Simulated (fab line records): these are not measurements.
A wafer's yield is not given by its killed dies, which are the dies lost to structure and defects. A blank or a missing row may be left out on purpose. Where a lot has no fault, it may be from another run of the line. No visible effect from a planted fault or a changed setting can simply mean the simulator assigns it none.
fab line records / flow n5_finfet / part 2 of 2: steps 15 to 27 of 27
record lots=5 wafers=15 last_day=18
route steps=1938 shown BEOL_M9@1435
lots untouched by any fault: they come from a run of this same line in which no faults occurred
start_h: hours from the record's opening day to when the first of the lot's shown wafers began / wait_h: how many hours have passed since the lot's step before this one / " as in the row above / L1.1+2: one row covering several wafers at once / - no value, or no start was given / * or withheld: withheld / < > ~ a bound
route shown NAME@n: NAME is a module with steps in the file, n the number in the route of the first one / usual: mean/standard deviation of fault-free wafers / same: alike in all rows / chamber/n: place in a boat / sites: readings site by site / _std_site: standard deviation across them / _edge_site: the outer-site mean with the inner-site mean subtracted / radius_mm: for every site, how far away it sits from the centre of the wafer / mask NAME#n: copy n / behind: the most recent tool/chamber to have shaped the wafer / hold: reason for holding the lot/hours on hold/outcome of the hold / device: which transistor (n, p or np) failed to switch / end of line: at the end of the route, the tests of the same wafers / a step with no rows: only its recipe / killed: at the first sort, the dies lost to defects and structure; wafer yield is something else / map: dies across one wafer; x = killed, . = not, _ = none there
set.NAME: the run value of the setting; set.NAME@STEP: its run value at that earlier step / model.NAME: the simulator's own value behind a step, which no gauge read
lots at some steps of the route; a table a step, a row a wafer
services: a tool's chamber out of use, with start hour (start_h, from the record's first day; less than 0 if before it), hours out, and reason
## steps
# step N5_BEOL_M9_OCD_MEAS_38
# usual trench_depth_nm=150/3.5
lot.wafer=L075.1 tool=ocd-01 chamber=- start_h=244.24 wait_h=- trench_depth_nm=146
lot.wafer=L075.3 tool=ocd-01 chamber=- start_h=244.24 wait_h=- trench_depth_nm=152
lot.wafer=L075.5 tool=ocd-01 chamber=- start_h=244.24 wait_h=- trench_depth_nm=157
lot.wafer=L082.3 tool=ocd-02 chamber=- start_h=266.35 wait_h=- trench_depth_nm=142
lot.wafer=L082.5 tool=ocd-02 chamber=- start_h=266.35 wait_h=- trench_depth_nm=151
lot.wafer=L082.6 tool=ocd-02 chamber=- start_h=266.35 wait_h=- trench_depth_nm=146
lot.wafer=L095.1 tool=ocd-01 chamber=- start_h=365.54 wait_h=- trench_depth_nm=148
lot.wafer=L095.5 tool=ocd-01 chamber=- start_h=365.54 wait_h=- trench_depth_nm=156
lot.wafer=L095.6 tool=ocd-01 chamber=- start_h=365.54 wait_h=- trench_depth_nm=147
lot.wafer=L096.1 tool=ocd-02 chamber=- start_h=374.58 wait_h=- trench_depth_nm=152
lot.wafer=L096.5 tool=ocd-02 chamber=- start_h=374.58 wait_h=- trench_depth_nm=149
lot.wafer=L096.6 tool=ocd-02 chamber=- start_h=374.58 wait_h=- trench_depth_nm=153
lot.wafer=L097.1 tool=ocd-01 chamber=- start_h=374.75 wait_h=- trench_depth_nm=152
lot.wafer=L097.3 tool=ocd-01 chamber=- start_h=374.75 wait_h=- trench_depth_nm=151
lot.wafer=L097.6 tool=ocd-01 chamber=- start_h=374.75 wait_h=- trench_depth_nm=146
# step N5_BEOL_M9_HM_STRIP_39
# recipe chemistry=peroxide_tin_strip material=TiN target_depth_a=250 temp_c=50 time_s=158
lot.wafer=L075.1+3+5 tool=wet_bench-05 chamber=7,0,3 start_h=244.27 wait_h=0.0
lot.wafer=L082.3+5+6 tool=wet_bench-05 chamber=5,0,1 start_h=266.38 wait_h=0.0
lot.wafer=L095.1+5+6 tool=wet_bench-04 chamber=1,6,7 start_h=365.57 wait_h=0.0
lot.wafer=L096.1+5+6 tool=wet_bench-03 chamber=4,1,6 start_h=374.61 wait_h=0.0
lot.wafer=L097.1+3+6 tool=wet_bench-03 chamber=3,7,4 start_h=374.78 wait_h=0.0
# step N5_BEOL_M9_SRD_40
# recipe time_s=30 temp_c=23 rinse_liquid=diw dry=ipa_marangoni
lot.wafer=L075.1+3+5 tool=wet_bench-05 chamber=7,0,3 start_h=244.32 wait_h=0.0
lot.wafer=L082.3+5+6 tool=wet_bench-05 chamber=5,0,1 start_h=266.43 wait_h=0.0
lot.wafer=L095.1+5+6 tool=wet_bench-04 chamber=1,6,7 start_h=365.62 wait_h=0.0
lot.wafer=L096.1+5+6 tool=wet_bench-03 chamber=4,1,6 start_h=374.66 wait_h=0.0
lot.wafer=L097.1+3+6 tool=wet_bench-03 chamber=3,7,4 start_h=374.83 wait_h=0.0
# step N5_BEOL_M9_PRECLEAN_42
# recipe chemistry=residue_remover time_s=60 temp_c=40
lot.wafer=L075.1+3+5 tool=wet_bench-05 chamber=7,0,3 start_h=244.33 wait_h=0.0
lot.wafer=L082.3+5+6 tool=wet_bench-05 chamber=5,0,1 start_h=266.44 wait_h=0.0
lot.wafer=L095.1+5+6 tool=wet_bench-04 chamber=1,6,7 start_h=365.63 wait_h=0.0
lot.wafer=L096.1+5+6 tool=wet_bench-03 chamber=4,1,6 start_h=374.68 wait_h=0.0
lot.wafer=L097.1+3+6 tool=wet_bench-03 chamber=3,7,4 start_h=374.84 wait_h=0.0
# step N5_BEOL_M9_SRD_43
# recipe time_s=30 temp_c=23 rinse_liquid=diw dry=ipa_marangoni
lot.wafer=L075.1+3+5 tool=wet_bench-05 chamber=7,0,3 start_h=244.35 wait_h=0.0
lot.wafer=L082.3+5+6 tool=wet_bench-05 chamber=5,0,1 start_h=266.46 wait_h=0.0
lot.wafer=L095.1+5+6 tool=wet_bench-04 chamber=1,6,7 start_h=365.65 wait_h=0.0
lot.wafer=L096.1+5+6 tool=wet_bench-03 chamber=4,1,6 start_h=374.69 wait_h=0.0
lot.wafer=L097.1+3+6 tool=wet_bench-03 chamber=3,7,4 start_h=374.86 wait_h=0.0
# step N5_BEOL_M9_CD_MEAS_35
# recipe target_cd_nm=70 target_cd_y_nm=40 polarity=opening
# usual cd_nm=69.8/0.64
lot.wafer=L075.1 tool=cd_sem-01 chamber=- start_h=244.39 wait_h=0.0 cd_nm=69.3
lot.wafer=L075.3 tool=cd_sem-01 chamber=- start_h=244.39 wait_h=0.0 cd_nm=70.5
lot.wafer=L075.5 tool=cd_sem-01 chamber=- start_h=244.39 wait_h=0.0 cd_nm=69.5
lot.wafer=L082.3 tool=cd_sem-02 chamber=- start_h=266.50 wait_h=0.0 cd_nm=71.6
lot.wafer=L082.5 tool=cd_sem-02 chamber=- start_h=266.50 wait_h=0.0 cd_nm=69.7
lot.wafer=L082.6 tool=cd_sem-02 chamber=- start_h=266.50 wait_h=0.0 cd_nm=69.7
lot.wafer=L095.1 tool=cd_sem-02 chamber=- start_h=365.69 wait_h=0.0 cd_nm=69.3
lot.wafer=L095.5 tool=cd_sem-02 chamber=- start_h=365.69 wait_h=0.0 cd_nm=69.8
lot.wafer=L095.6 tool=cd_sem-02 chamber=- start_h=365.69 wait_h=0.0 cd_nm=70.4
lot.wafer=L096.1 tool=cd_sem-01 chamber=- start_h=374.73 wait_h=0.0 cd_nm=69.4
lot.wafer=L096.5 tool=cd_sem-01 chamber=- start_h=374.73 wait_h=0.0 cd_nm=70.0
lot.wafer=L096.6 tool=cd_sem-01 chamber=- start_h=374.73 wait_h=0.0 cd_nm=70.3
lot.wafer=L097.1 tool=cd_sem-02 chamber=- start_h=374.90 wait_h=0.0 cd_nm=68.4
lot.wafer=L097.3 tool=cd_sem-02 chamber=- start_h=374.90 wait_h=0.0 cd_nm=69.9
lot.wafer=L097.6 tool=cd_sem-02 chamber=- start_h=374.90 wait_h=0.0 cd_nm=69.0
# step N5_BEOL_M9_CURE_72
# recipe temp_c=370 time_s=120 ambient=DMADMS/He material=SiCOH_lowk
# usual lamp_power_pct=52.31/0.051 wafer_temp_C_max=371.6/0.52
lot.wafer=L075.1 tool=uv_cure-01 chamber=1 start_h=244.43 wait_h=0.0 lamp_power_pct=52.28 wafer_temp_C_max=371.5
lot.wafer=L075.3 tool=uv_cure-01 chamber=1 start_h=244.43 wait_h=0.0 lamp_power_pct=52.28 wafer_temp_C_max=372.3
lot.wafer=L075.5 tool=uv_cure-01 chamber=1 start_h=244.43 wait_h=0.0 lamp_power_pct=52.30 wafer_temp_C_max=372.0
lot.wafer=L082.3 tool=uv_cure-01 chamber=2 start_h=266.64 wait_h=0.1 lamp_power_pct=52.46 wafer_temp_C_max=370.7
lot.wafer=L082.5 tool=uv_cure-01 chamber=2 start_h=266.64 wait_h=0.1 lamp_power_pct=52.41 wafer_temp_C_max=370.9
lot.wafer=L082.6 tool=uv_cure-01 chamber=2 start_h=266.64 wait_h=0.1 lamp_power_pct=52.22 wafer_temp_C_max=371.2
lot.wafer=L095.1 tool=uv_cure-01 chamber=2 start_h=365.77 wait_h=0.1 lamp_power_pct=52.34 wafer_temp_C_max=371.3
lot.wafer=L095.5 tool=uv_cure-01 chamber=2 start_h=365.77 wait_h=0.1 lamp_power_pct=52.31 wafer_temp_C_max=370.8
lot.wafer=L095.6 tool=uv_cure-01 chamber=2 start_h=365.77 wait_h=0.1 lamp_power_pct=52.31 wafer_temp_C_max=371.3
lot.wafer=L096.1 tool=uv_cure-01 chamber=0 start_h=374.78 wait_h=0.0 lamp_power_pct=52.29 wafer_temp_C_max=372.1
lot.wafer=L096.5 tool=uv_cure-01 chamber=0 start_h=374.78 wait_h=0.0 lamp_power_pct=52.31 wafer_temp_C_max=372.1
lot.wafer=L096.6 tool=uv_cure-01 chamber=0 start_h=374.78 wait_h=0.0 lamp_power_pct=52.27 wafer_temp_C_max=371.9
lot.wafer=L097.1 tool=uv_cure-03 chamber=1 start_h=374.94 wait_h=0.0 lamp_power_pct=52.35 wafer_temp_C_max=372.4
lot.wafer=L097.3 tool=uv_cure-03 chamber=1 start_h=374.94 wait_h=0.0 lamp_power_pct=52.32 wafer_temp_C_max=372.2
lot.wafer=L097.6 tool=uv_cure-03 chamber=1 start_h=374.94 wait_h=0.0 lamp_power_pct=52.27 wafer_temp_C_max=372.3
# step N5_BEOL_M9_DEGAS_44
# recipe ambient=vacuum temp_c=250 time_s=60
# usual heater_power_w=320/32
lot.wafer=L075.1 tool=pvd_sputter-03 chamber=- start_h=244.77 wait_h=0.3 heater_power_w=285
lot.wafer=L075.3 tool=pvd_sputter-03 chamber=- start_h=244.77 wait_h=0.3 heater_power_w=337
lot.wafer=L075.5 tool=pvd_sputter-03 chamber=- start_h=244.77 wait_h=0.3 heater_power_w=320
lot.wafer=L082.3 tool=pvd_sputter-02 chamber=- start_h=266.99 wait_h=0.3 heater_power_w=294
lot.wafer=L082.5 tool=pvd_sputter-02 chamber=- start_h=266.99 wait_h=0.3 heater_power_w=375
lot.wafer=L082.6 tool=pvd_sputter-02 chamber=- start_h=266.99 wait_h=0.3 heater_power_w=370
lot.wafer=L095.1 tool=pvd_sputter-01 chamber=- start_h=366.14 wait_h=0.3 heater_power_w=328
lot.wafer=L095.5 tool=pvd_sputter-01 chamber=- start_h=366.14 wait_h=0.3 heater_power_w=322
lot.wafer=L095.6 tool=pvd_sputter-01 chamber=- start_h=366.14 wait_h=0.3 heater_power_w=317
lot.wafer=L096.1 tool=pvd_sputter-03 chamber=- start_h=375.30 wait_h=0.5 heater_power_w=317
lot.wafer=L096.5 tool=pvd_sputter-03 chamber=- start_h=375.30 wait_h=0.5 heater_power_w=322
lot.wafer=L096.6 tool=pvd_sputter-03 chamber=- start_h=375.30 wait_h=0.5 heater_power_w=288
lot.wafer=L097.1 tool=pvd_sputter-03 chamber=- start_h=375.46 wait_h=0.5 heater_power_w=318
lot.wafer=L097.3 tool=pvd_sputter-03 chamber=- start_h=375.46 wait_h=0.5 heater_power_w=286
lot.wafer=L097.6 tool=pvd_sputter-03 chamber=- start_h=375.46 wait_h=0.5 heater_power_w=319
# step N5_BEOL_M9_PRE_CLEAN_45
# recipe gas=H2/He time_s=30 temp_c=250
# usual heater_power_w=319/33
lot.wafer=L075.1 tool=pvd_sputter-03 chamber=- start_h=244.81 wait_h=0.0 heater_power_w=280
lot.wafer=L075.3 tool=pvd_sputter-03 chamber=- start_h=244.81 wait_h=0.0 heater_power_w=317
lot.wafer=L075.5 tool=pvd_sputter-03 chamber=- start_h=244.81 wait_h=0.0 heater_power_w=332
lot.wafer=L082.3 tool=pvd_sputter-02 chamber=- start_h=267.03 wait_h=0.0 heater_power_w=294
lot.wafer=L082.5 tool=pvd_sputter-02 chamber=- start_h=267.03 wait_h=0.0 heater_power_w=376
lot.wafer=L082.6 tool=pvd_sputter-02 chamber=- start_h=267.03 wait_h=0.0 heater_power_w=372
lot.wafer=L095.1 tool=pvd_sputter-01 chamber=- start_h=366.18 wait_h=0.0 heater_power_w=318
lot.wafer=L095.5 tool=pvd_sputter-01 chamber=- start_h=366.18 wait_h=0.0 heater_power_w=320
lot.wafer=L095.6 tool=pvd_sputter-01 chamber=- start_h=366.18 wait_h=0.0 heater_power_w=311
lot.wafer=L096.1 tool=pvd_sputter-03 chamber=- start_h=375.34 wait_h=0.0 heater_power_w=313
lot.wafer=L096.5 tool=pvd_sputter-03 chamber=- start_h=375.34 wait_h=0.0 heater_power_w=315
lot.wafer=L096.6 tool=pvd_sputter-03 chamber=- start_h=375.34 wait_h=0.0 heater_power_w=285
lot.wafer=L097.1 tool=pvd_sputter-03 chamber=- start_h=375.50 wait_h=0.0 heater_power_w=322
lot.wafer=L097.3 tool=pvd_sputter-03 chamber=- start_h=375.50 wait_h=0.0 heater_power_w=291
lot.wafer=L097.6 tool=pvd_sputter-03 chamber=- start_h=375.50 wait_h=0.0 heater_power_w=333
# step N5_BEOL_M9_ALD_74
# recipe material=TaN target_thk_a=20 temp_c=275 ald_precursor_family=PDMAT ald_co_reactant=NH3 pressure_torr=3 carrier_flow_sccm=1500 pulse_time_s=2 purge_time_s=3 co_reactant_purge_time_s=2 co_reactant_pulse_time_s=3 ald_cycles=40 precursor_vessel_temp_c=75 precursor_vessel_pressure_torr=26.25 precursor_vessel_carrier_sccm=1000
# usual heater_power_w=414/45 mfc_carrier_sccm=1501/4.9
lot.wafer=L075.1 tool=ald_metal-04 chamber=3 start_h=244.87 wait_h=0.0 heater_power_w=352 mfc_carrier_sccm=1508
lot.wafer=L075.3 tool=ald_metal-04 chamber=1 start_h=244.87 wait_h=0.0 heater_power_w=498 mfc_carrier_sccm=1497
lot.wafer=L075.5 tool=ald_metal-04 chamber=1 start_h=244.87 wait_h=0.0 heater_power_w=499 mfc_carrier_sccm=1495
lot.wafer=L082.3 tool=ald_metal-04 chamber=3 start_h=267.10 wait_h=0.0 heater_power_w=354 mfc_carrier_sccm=1502
lot.wafer=L082.5 tool=ald_metal-04 chamber=0 start_h=267.10 wait_h=0.0 heater_power_w=359 mfc_carrier_sccm=1506
lot.wafer=L082.6 tool=ald_metal-04 chamber=1 start_h=267.10 wait_h=0.0 heater_power_w=499 mfc_carrier_sccm=1495
lot.wafer=L095.1 tool=ald_metal-03 chamber=2 start_h=366.40 wait_h=0.2 heater_power_w=401 mfc_carrier_sccm=1495
lot.wafer=L095.5 tool=ald_metal-03 chamber=1 start_h=366.40 wait_h=0.2 heater_power_w=372 mfc_carrier_sccm=1500
lot.wafer=L095.6 tool=ald_metal-03 chamber=2 start_h=366.40 wait_h=0.2 heater_power_w=394 mfc_carrier_sccm=1501
lot.wafer=L096.1 tool=ald_metal-03 chamber=1 start_h=375.42 wait_h=0.1 heater_power_w=367 mfc_carrier_sccm=1498
lot.wafer=L096.5 tool=ald_metal-03 chamber=2 start_h=375.42 wait_h=0.1 heater_power_w=395 mfc_carrier_sccm=1501
lot.wafer=L096.6 tool=ald_metal-03 chamber=3 start_h=375.42 wait_h=0.1 heater_power_w=419 mfc_carrier_sccm=1510
lot.wafer=L097.1 tool=ald_metal-03 chamber=1 start_h=375.69 wait_h=0.2 heater_power_w=384 mfc_carrier_sccm=1503
lot.wafer=L097.3 tool=ald_metal-03 chamber=0 start_h=375.69 wait_h=0.2 heater_power_w=408 mfc_carrier_sccm=1496
lot.wafer=L097.6 tool=ald_metal-03 chamber=0 start_h=375.69 wait_h=0.2 heater_power_w=406 mfc_carrier_sccm=1497
# step N5_BEOL_M9_SURFACE_TREAT_79
# recipe gas=Ar time_s=* ion_energy_ev=* ion_current_ma_cm2=0.5 pressure_mtorr=* ar_flow_sccm=30
# usual throttle_valve_pct=*
lot.wafer=L075.1 tool=pvd_sputter-03 chamber=- start_h=245.47 wait_h=0.5 throttle_valve_pct=*
lot.wafer=L075.3 tool=pvd_sputter-03 chamber=- start_h=245.47 wait_h=0.5 throttle_valve_pct=*
lot.wafer=L075.5 tool=pvd_sputter-03 chamber=- start_h=245.47 wait_h=0.5 throttle_valve_pct=*
lot.wafer=L082.3 tool=pvd_sputter-01 chamber=- start_h=267.49 wait_h=0.3 throttle_valve_pct=*
lot.wafer=L082.5 tool=pvd_sputter-01 chamber=- start_h=267.49 wait_h=0.3 throttle_valve_pct=*
lot.wafer=L082.6 tool=pvd_sputter-01 chamber=- start_h=267.49 wait_h=0.3 throttle_valve_pct=*
lot.wafer=L095.1 tool=pvd_sputter-02 chamber=- start_h=366.91 wait_h=0.4 throttle_valve_pct=*
lot.wafer=L095.5 tool=pvd_sputter-02 chamber=- start_h=366.91 wait_h=0.4 throttle_valve_pct=*
lot.wafer=L095.6 tool=pvd_sputter-02 chamber=- start_h=366.91 wait_h=0.4 throttle_valve_pct=*
lot.wafer=L096.1 tool=pvd_sputter-03 chamber=- start_h=375.78 wait_h=0.2 throttle_valve_pct=*
lot.wafer=L096.5 tool=pvd_sputter-03 chamber=- start_h=375.78 wait_h=0.2 throttle_valve_pct=*
lot.wafer=L096.6 tool=pvd_sputter-03 chamber=- start_h=375.78 wait_h=0.2 throttle_valve_pct=*
lot.wafer=L097.1 tool=pvd_sputter-02 chamber=- start_h=376.01 wait_h=0.2 throttle_valve_pct=*
lot.wafer=L097.3 tool=pvd_sputter-02 chamber=- start_h=376.01 wait_h=0.2 throttle_valve_pct=*
lot.wafer=L097.6 tool=pvd_sputter-02 chamber=- start_h=376.01 wait_h=0.2 throttle_valve_pct=*
# step N5_BEOL_M9_CVD_78
# recipe material=Co target_thk_a=20 temp_c=withheld precursor=CCTBA/H2 pressure_torr=30 time_s=138.9
lot.wafer=L075.1+3+5 tool=cvd_co-02 chamber=0,2,1 start_h=245.73 wait_h=0.2
lot.wafer=L082.3+5+6 tool=cvd_co-02 chamber=2,2,1 start_h=267.55 wait_h=0.0
lot.wafer=L095.1+5+6 tool=cvd_co-02 chamber=0,2,1 start_h=367.02 wait_h=0.1
lot.wafer=L096.1+5+6 tool=cvd_co-01 chamber=1,1,0 start_h=375.85 wait_h=0.0
lot.wafer=L097.1+3+6 tool=cvd_co-01 chamber=2,0,2 start_h=376.19 wait_h=0.2
# step N5_BEOL_M9_SPUTTER_48
# recipe material=Cu target_thk_a=120 temp_c=-20 bias_v=60 power_w=26000 chamber_pressure_pa=0.13 time_s=2
# usual cathode_dc_power_W=25999/4.4 throttle_valve_pct=29.8/0.99
lot.wafer=L075.1 tool=pvd_sputter-02 chamber=- start_h=245.85 wait_h=0.1 cathode_dc_power_W=25993 throttle_valve_pct=29.1
lot.wafer=L075.3 tool=pvd_sputter-02 chamber=- start_h=245.85 wait_h=0.1 cathode_dc_power_W=25995 throttle_valve_pct=29.9
lot.wafer=L075.5 tool=pvd_sputter-02 chamber=- start_h=245.85 wait_h=0.1 cathode_dc_power_W=25995 throttle_valve_pct=28.1
lot.wafer=L082.3 tool=pvd_sputter-01 chamber=- start_h=267.75 wait_h=0.2 cathode_dc_power_W=25998 throttle_valve_pct=30.7
lot.wafer=L082.5 tool=pvd_sputter-01 chamber=- start_h=267.75 wait_h=0.2 cathode_dc_power_W=25994 throttle_valve_pct=30.7
lot.wafer=L082.6 tool=pvd_sputter-01 chamber=- start_h=267.75 wait_h=0.2 cathode_dc_power_W=25997 throttle_valve_pct=30.6
lot.wafer=L095.1 tool=pvd_sputter-01 chamber=- start_h=367.20 wait_h=0.1 cathode_dc_power_W=25997 throttle_valve_pct=30.5
lot.wafer=L095.5 tool=pvd_sputter-01 chamber=- start_h=367.20 wait_h=0.1 cathode_dc_power_W=26004 throttle_valve_pct=29.4
lot.wafer=L095.6 tool=pvd_sputter-01 chamber=- start_h=367.20 wait_h=0.1 cathode_dc_power_W=26003 throttle_valve_pct=30.8
lot.wafer=L096.1 tool=pvd_sputter-03 chamber=- start_h=375.98 wait_h=0.1 cathode_dc_power_W=26004 throttle_valve_pct=30.1
lot.wafer=L096.5 tool=pvd_sputter-03 chamber=- start_h=375.98 wait_h=0.1 cathode_dc_power_W=26000 throttle_valve_pct=30.1
lot.wafer=L096.6 tool=pvd_sputter-03 chamber=- start_h=375.98 wait_h=0.1 cathode_dc_power_W=25996 throttle_valve_pct=30.2
lot.wafer=L097.1 tool=pvd_sputter-02 chamber=- start_h=376.33 wait_h=0.1 cathode_dc_power_W=25996 throttle_valve_pct=28.9
lot.wafer=L097.3 tool=pvd_sputter-02 chamber=- start_h=376.33 wait_h=0.1 cathode_dc_power_W=25995 throttle_valve_pct=29.1
lot.wafer=L097.6 tool=pvd_sputter-02 chamber=- start_h=376.33 wait_h=0.1 cathode_dc_power_W=26002 throttle_valve_pct=28.0
## services
tool=ald_metal-04 chamber=- start_h=227.14 hours=14.6 kind=pm
tool=rie_diel-04 chamber=0 start_h=228.92 hours=- kind=clean
tool=rie_diel-04 chamber=0 start_h=228.92 hours=- kind=consumable_replace:focus_ring
tool=rie_diel-04 chamber=0 start_h=228.92 hours=- kind=consumable_replace:showerhead
tool=rie_diel-04 chamber=0 start_h=228.92 hours=27.6 kind=scheduled_down
tool=rie_diel-04 chamber=0 start_h=228.92 hours=27.6 kind=vent_cycle
tool=uv_cure-01 chamber=- start_h=250.88 hours=7.5 kind=pm
tool=rie_diel-04 chamber=1 start_h=256.49 hours=- kind=clean
tool=rie_diel-04 chamber=1 start_h=256.49 hours=- kind=consumable_replace:focus_ring
tool=rie_diel-04 chamber=1 start_h=256.49 hours=17.6 kind=scheduled_down
tool=rie_diel-04 chamber=1 start_h=256.49 hours=17.6 kind=vent_cycle
tool=rie_diel-06 chamber=1 start_h=256.96 hours=4.2 kind=repair
tool=rie_diel-02 chamber=0 start_h=265.89 hours=- kind=clean
tool=ald_metal-04 chamber=- start_h=288.36 hours=2.1 kind=repair
tool=rie_diel-06 chamber=- start_h=301.29 hours=2.1 kind=repair
tool=ald_metal-03 chamber=- start_h=308.78 hours=2.8 kind=pm
tool=uv_cure-03 chamber=- start_h=310.08 hours=2.0 kind=repair
tool=ald_metal-03 chamber=- start_h=314.77 hours=14.6 kind=pm
tool=uv_cure-03 chamber=- start_h=316.30 hours=7.5 kind=pm
tool=uv_cure-03 chamber=- start_h=344.29 hours=6.5 kind=repair
tool=wet_bench-05 chamber=- start_h=349.05 hours=11.5 kind=repair
tool=pvd_sputter-03 chamber=- start_h=350.34 hours=3.1 kind=repair
tool=rie_diel-02 chamber=- start_h=350.76 hours=0.6 kind=repair
tool=rie_diel-04 chamber=- start_h=369.49 hours=0.5 kind=repair
